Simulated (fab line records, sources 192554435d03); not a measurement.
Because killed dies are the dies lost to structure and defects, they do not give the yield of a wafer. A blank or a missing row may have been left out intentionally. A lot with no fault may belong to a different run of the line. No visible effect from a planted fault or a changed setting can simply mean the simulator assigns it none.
Chamber matching / flow n5 finfet / N5_MOL_CONTACT_COAG_ETCH_65 on rie diel-01 has 4 sister chambers
The step etches underlayer in N2/H2, target depth 13 nm, time 10.4 s. 18 wafers are shown with their chamber, then 9 later ones without.

WAFERS, EACH WITH ITS CHAMBER
wafer=L078.1; chamber=2; drypump motor current A (A)=5.7; throttle valve pct (%)=17.41; oes product au (a.u.)=0.77
wafer=L078.3; chamber=0; drypump motor current A (A)=5.2; throttle valve pct (%)=18.13; oes product au (a.u.)=0.56
wafer=L078.5; chamber=2; drypump motor current A (A)=5.8; throttle valve pct (%)=17.40; oes product au (a.u.)=0.77
wafer=L080.1; chamber=1; drypump motor current A (A)=5.6; throttle valve pct (%)=18.22; oes product au (a.u.)=0.60
wafer=L080.3; chamber=0; drypump motor current A (A)=5.2; throttle valve pct (%)=18.16; oes product au (a.u.)=0.56
wafer=L080.4; chamber=1; drypump motor current A (A)=5.6; throttle valve pct (%)=18.22; oes product au (a.u.)=0.60
wafer=L081.1; chamber=1; drypump motor current A (A)=5.5; throttle valve pct (%)=18.23; oes product au (a.u.)=0.60
wafer=L081.2; chamber=2; drypump motor current A (A)=5.8; throttle valve pct (%)=17.43; oes product au (a.u.)=0.76
wafer=L081.5; chamber=0; drypump motor current A (A)=5.2; throttle valve pct (%)=18.16; oes product au (a.u.)=0.56
wafer=L085.3; chamber=3; drypump motor current A (A)=6.4; throttle valve pct (%)=17.53; oes product au (a.u.)=0.81
wafer=L085.4; chamber=1; drypump motor current A (A)=5.6; throttle valve pct (%)=18.25; oes product au (a.u.)=0.59
wafer=L085.6; chamber=2; drypump motor current A (A)=5.8; throttle valve pct (%)=17.45; oes product au (a.u.)=0.74
wafer=L087.3; chamber=3; drypump motor current A (A)=6.4; throttle valve pct (%)=17.56; oes product au (a.u.)=0.82
wafer=L087.5; chamber=1; drypump motor current A (A)=5.5; throttle valve pct (%)=18.25; oes product au (a.u.)=0.59
wafer=L087.6; chamber=3; drypump motor current A (A)=6.4; throttle valve pct (%)=17.54; oes product au (a.u.)=0.83
wafer=L091.1; chamber=2; drypump motor current A (A)=5.8; throttle valve pct (%)=17.48; oes product au (a.u.)=0.74
wafer=L091.2; chamber=1; drypump motor current A (A)=5.5; throttle valve pct (%)=18.28; oes product au (a.u.)=0.59
wafer=L091.4; chamber=3; drypump motor current A (A)=6.4; throttle valve pct (%)=17.56; oes product au (a.u.)=0.80

SIGNATURES (averages over the wafers above)
reading=drypump motor current A; chamber 0=5.200; chamber 1=5.550; chamber 2=5.780; chamber 3=6.400; scatter within a chamber=0.0405
reading=throttle valve pct; chamber 0=18.1500; chamber 1=18.2417; chamber 2=17.4340; chamber 3=17.5475; scatter within a chamber=0.024
reading=oes product au; chamber 0=0.5600; chamber 1=0.5950; chamber 2=0.7560; chamber 3=0.8150; scatter within a chamber=0.0106
Rule: for each reading, subtract the chamber's mean from the wafer's reading, divide by that reading's scatter and square the result; add these up over the readings and take the root, which gives the wafer's distance from the chamber. The wafer belongs to the nearest chamber; if the next one is less than 2 further off, it can't be placed. The scatter: take each reading less its chamber's mean, square it, sum over the shown wafers, divide by the number of wafers less the number of chambers, and take the root.

WAFERS WHOSE CHAMBER IS MISSING
wafer=L093.1; drypump motor current A (A)=5.2; throttle valve pct (%)=17.71; oes product au (a.u.)=0.82
wafer=L093.3; drypump motor current A (A)=6.4; throttle valve pct (%)=17.56; oes product au (a.u.)=0.79
wafer=L093.6; drypump motor current A (A)=5.2; throttle valve pct (%)=17.70; oes product au (a.u.)=0.81
wafer=L095.1; drypump motor current A (A)=6.4; throttle valve pct (%)=17.58; oes product au (a.u.)=0.78
wafer=L095.2; drypump motor current A (A)=5.2; throttle valve pct (%)=17.69; oes product au (a.u.)=0.81
wafer=L095.5; drypump motor current A (A)=5.2; throttle valve pct (%)=17.70; oes product au (a.u.)=0.81
wafer=L097.2; drypump motor current A (A)=5.2; throttle valve pct (%)=17.72; oes product au (a.u.)=0.80
wafer=L097.5; drypump motor current A (A)=5.5; throttle valve pct (%)=18.28; oes product au (a.u.)=0.58
wafer=L097.6; drypump motor current A (A)=5.2; throttle valve pct (%)=17.71; oes product au (a.u.)=0.80

CHAMBER TAKEN BY EACH
wafer=L093.1; from the rows above=2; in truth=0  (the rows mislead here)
wafer=L093.3; from the rows above=3; in truth=3
wafer=L093.6; from the rows above=2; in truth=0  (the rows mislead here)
wafer=L095.1; from the rows above=3; in truth=3
wafer=L095.2; from the rows above=2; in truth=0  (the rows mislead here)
wafer=L095.5; from the rows above=2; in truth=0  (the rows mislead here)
wafer=L097.2; from the rows above=2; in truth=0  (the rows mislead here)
wafer=L097.5; from the rows above=1; in truth=1
wafer=L097.6; from the rows above=2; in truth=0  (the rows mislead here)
3 of 9 placed correctly. Number that these rows cannot place: 0. Placed wrongly: 6.
